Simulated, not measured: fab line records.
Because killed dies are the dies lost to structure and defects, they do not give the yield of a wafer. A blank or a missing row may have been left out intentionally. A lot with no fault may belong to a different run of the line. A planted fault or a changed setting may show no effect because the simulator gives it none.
Split-lot trial + flow n5-finfet + on a route of 1938 steps: 7 lots, 21 wafers read

== THE SPLIT ITSELF ==
At N5_BEOL_M11_EXPOSE_08 (exposes mask M11), the setting dose-mj was moved away from the recipe's 53.75 on 7 of the 21 wafers read, by -7.0% to +5.7%. For the rest of the wafers, this setting stayed at what the recipe calls for.

== FROM THE SPLIT TO THE READING: what the file shows between them, 10 steps ==
- N5_BEOL_M11_PEB_09: peb time 60 s
- N5_BEOL_M11_DEVELOP_10: develop time 30 s
- N5_BEOL_M11_CD_MEAS_11: target cd 64.1 nm
- N5_BEOL_M11_DESCUM_16: chemistry O2, time 7.9 s
- N5_BEOL_M11_ETCH_61: etches SiARC in CF4, target depth 39 nm, time 65 s
- N5_BEOL_M11_ETCH_62: etches SOC in N2/H2, target depth 110 nm, overetch 22 nm, time 165 s
- N5_BEOL_M11_STRIP_68: strips in N2/H2
- N5_BEOL_M11_STRIP_67: strips in CF4
- N5_BEOL_M11_HM_OPEN_17: chemistry Cl2/BCl3, target TiN, target depth 20 nm, overetch 6 nm
- N5_BEOL_M11_STRIP_19: strips in O2

== THE READING ==
cd-nm, in nm, at N5_BEOL_M11_CD_MEAS_18 (pitch 140 nm, target cd 70 nm). Typical for fault-free wafers on this fab line: 69.9 nm, with standard deviation 0.82 nm.

| wafer  | tool, chamber at the split | dose-mj as run | against the recipe | cd-nm, nm | against lot-mates on the recipe |
|--------|----------------------------|----------------|--------------------|-----------|---------------------------------|
| L080.2 | arfi-scanner-02, 0         | 56.84          | +5.7%              | 72.5      | +3.6                            |
| L080.3 | arfi-scanner-02, 0         | 53.75          | recipe             | 68.8      | -                               |
| L080.5 | arfi-scanner-02, 0         | 53.75          | recipe             | 69.1      | -                               |
| L082.1 | arfi-scanner-01, 0         | 56.72          | +5.5%              | 72.9      | +2.7                            |
| L082.4 | arfi-scanner-01, 0         | 53.75          | recipe             | 70.5      | -                               |
| L082.6 | arfi-scanner-01, 0         | 53.75          | recipe             | 70.0      | -                               |
| L083.1 | arfi-scanner-03, 0         | 53.75          | recipe             | 69.1      | -                               |
| L083.3 | arfi-scanner-03, 0         | 53.75          | recipe             | 68.5      | -                               |
| L083.5 | arfi-scanner-03, 0         | 50             | -7.0%              | 66.1      | -2.7                            |
| L090.4 | arfi-scanner-02, 0         | 53.75          | recipe             | 70.2      | -                               |
| L090.5 | arfi-scanner-02, 0         | 53.75          | recipe             | 71.6      | -                               |
| L090.6 | arfi-scanner-02, 0         | 55.35          | +3.0%              | 71.5      | +0.6                            |
| L091.2 | arfi-scanner-01, 0         | 53.75          | recipe             | 69.9      | -                               |
| L091.3 | arfi-scanner-01, 0         | 56.83          | +5.7%              | 72.5      | +2.6                            |
| L091.6 | arfi-scanner-01, 0         | 56.83          | +5.7%              | 73.4      | +3.5                            |
| L092.1 | arfi-scanner-01, 0         | 56.5           | +5.1%              | 72.4      | +2.8                            |
| L092.3 | arfi-scanner-01, 0         | 53.75          | recipe             | 69.3      | -                               |
| L092.6 | arfi-scanner-01, 0         | 53.75          | recipe             | 69.9      | -                               |
| L096.1 | arfi-scanner-01, 0         | 53.75          | recipe             | 68.1      | -                               |
| L096.5 | arfi-scanner-01, 0         | 53.75          | recipe             | 69.0      | -                               |
| L096.6 | arfi-scanner-01, 0         | 53.75          | recipe             | 70.4      | -                               |

FIT RESULTS
A straight line over all 21 wafers: cd-nm changes by +0.547 nm for each +1% of dose-mj; r = +0.91; the points scatter about the line by 0.79 nm.
The same after taking each lot's own level away (the mean of its wafers on the recipe; 21 wafers): +0.485 nm for each +1%; r = +0.93; scatter 0.59 nm.
The reading moves by 3.4 nm for the largest change in dose-mj, on that fit.
From 68.80 to 70.90 nm: that is the span of the lots' own levels, equal to 2.6 times the standard deviation above.
Thus the slope moves with the lot-to-lot level: the two fits are different.
Check: with one of the wafers moved furthest among these (-7.0%) left out of the fit, the line predicts -3.73 nm for it against its lot-mates. It came out at -2.7 nm against them.

== ADDITIONAL SPLITS CARRIED BY THESE WAFERS ==
Before the reading, these wafers also passed through other splits. Each is held against what the fit with the lots' levels taken away leaves over:
| other split on the same wafers   | wafers away from the commonest value | r with cd-nm (lot level and that fit taken away) |
|----------------------------------|--------------------------------------|--------------------------------------------------|
| N5_BEOL_M6_DESCUM_33 time-s      | 6                                    | +0.04                                            |
| N5_BEOL_M7_TRENCH_ETCH_37 time-s | 8                                    | -0.02                                            |
| N5_BEOL_M8_TRENCH_ETCH_37 bias-w | 9                                    | -0.09                                            |
| N5_BEOL_M9_DEP_56 time-s         | 6                                    | -0.14                                            |

== THE WHOLE CHAIN: every reading that the file lists as answering this split, in the file's order ==
| step                   | what it does                                                         | reading                                                                | change (the file's fit)               | r (the file's) |
|------------------------|----------------------------------------------------------------------|------------------------------------------------------------------------|---------------------------------------|----------------|
| N5_BEOL_M11_CD_MEAS_11 | target cd 64.1 nm                                                    | cd-nm                                                                  | +0.484 nm for each +1% of the setting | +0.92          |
| N5_BEOL_M11_ETCH_62    | etches SOC in N2/H2, target depth 110 nm, overetch 22 nm, time 165 s | BEOL_M11.cd-offset-nm (the simulator's own value, which no gauge read) | +0.492 nm for each +1% of the setting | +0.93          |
| N5_BEOL_M11_HM_OPEN_17 | chemistry Cl2/BCl3, target TiN, target depth 20 nm, overetch 6 nm    | BEOL_M11.cd-offset-nm (the simulator's own value, which no gauge read) | +0.484 nm for each +1% of the setting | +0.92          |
| N5_BEOL_M11_CD_MEAS_18 | pitch 140 nm, target cd 70 nm                                        | cd-nm                                                                  | +0.488 nm for each +1% of the setting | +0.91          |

== THE FILE'S OWN FIT ==
cd-nm changes by +0.488 nm for each +1% of dose-mj, r = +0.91.
